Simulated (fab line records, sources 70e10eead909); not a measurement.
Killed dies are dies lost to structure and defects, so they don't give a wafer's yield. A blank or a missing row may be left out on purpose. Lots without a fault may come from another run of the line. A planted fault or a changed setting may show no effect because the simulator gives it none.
Chamber matching | flow nand_harc | NHARC_A_WL_FILL_ETCHBACK_26 on rie_si-02: 4 sister chambers
The step etches the open film in HBr, target depth 52 nm, time 13.3 s. 4 wafers are shown with their chamber, then 7 later ones without.

WAFERS WITH THEIR CHAMBER
wafer  | chamber | drypump_motor_current_A (A)
L088.1 | 0       | 5.6
L088.2 | 2       | 6.2
L093.2 | 1       | 5.5
L093.5 | 3       | 5.8

WAFERS WITHOUT THEIR CHAMBER
wafer  | drypump_motor_current_A (A)
L093.6 | 6.1
L092.2 | 5.6
L092.3 | 5.5
L092.6 | 5.5
L096.3 | 6.1
L096.4 | 5.9
L096.6 | 5.6

WHICH CHAMBER EACH WENT THROUGH
wafer  | from the rows above     | in truth
L093.6 | 2                       | 2
L092.2 | can't be placed: 0 or 1 | 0
L092.3 | can't be placed: 1 or 0 | 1
L092.6 | can't be placed: 1 or 0 | 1
L096.3 | 2                       | 2
L096.4 | 3                       | 3
L096.6 | can't be placed: 0 or 1 | 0
Placed correctly: 3 of 7. Can't be placed from these rows: 4 (the true chamber is among the candidates in 4). Placed wrongly: 0.
How it was worked out, from the rows above alone: a wafer's distance from a chamber is the root of the sum, over the readings, of the square of ((its reading less the chamber's mean) divided by the reading's scatter). The wafer belongs to the nearest chamber; if the next one is less than 2 further off, it can't be placed. A chamber's mean is the mean of its shown wafers. The scatter: with one shown wafer a chamber, the root of the mean of the squares of how far each hidden wafer lies from its nearest shown one.
